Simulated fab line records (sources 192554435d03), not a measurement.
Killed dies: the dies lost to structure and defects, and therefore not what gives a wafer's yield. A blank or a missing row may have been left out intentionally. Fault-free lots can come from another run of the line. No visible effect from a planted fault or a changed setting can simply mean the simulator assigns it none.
Chamber matching -- flow n5_finfet -- N5_BEOL_M12_ETCH_68 on rie_diel-06: 4 sister chambers
The step etches SOC in N2/H2, time 285 s. 8 wafers are shown with their chamber, then 8 later ones without.

## WAFERS PAIRED WITH THEIR CHAMBERS
wafer,chamber,showerhead_plenum_p_Torr (Torr),drypump_motor_current_A (A)
L080.2,3,2.45,5.26
L080.3,0,2.41,5.73
L083.4,1,2.68,5.97
L083.6,2,2.55,5.16
L084.1,1,2.67,5.96
L084.2,2,2.55,5.15
L084.3,3,2.45,5.27
L088.2,0,2.41,5.71

## WAFERS WITH NO CHAMBER GIVEN
wafer,showerhead_plenum_p_Torr (Torr),drypump_motor_current_A (A)
L088.3,2.44,5.28
L088.6,2.55,5.17
L089.1,2.67,5.93
L089.2,2.40,5.71
L089.5,2.54,5.12
L096.2,2.44,5.25
L096.3,2.54,5.15
L096.5,2.40,5.71

## WHICH CHAMBER EACH ONE RAN IN
wafer,from the rows above,in truth
L088.3,3,3
L088.6,2,2
L089.1,1,1
L089.2,0,0
L089.5,2,2
L096.2,3,3
L096.3,2,2
L096.5,0,0
Correct placement for 8 of the 8. From these rows, 0 cannot be placed. Wrongly placed: 0.
How it was worked out, from the rows above alone: a wafer's distance from a chamber is the root of the sum, over the readings, of the square of ((its reading less the chamber's mean) divided by the reading's scatter). If the next closest chamber is less than 2 further off than the closest, the wafer can't be placed; otherwise it belongs to the closest. A chamber's mean is the mean of its shown wafers. How the scatter is found: for the shown wafers, subtract from each reading the mean of its chamber, square and add these, divide the total by (wafers less chambers), then take the root.
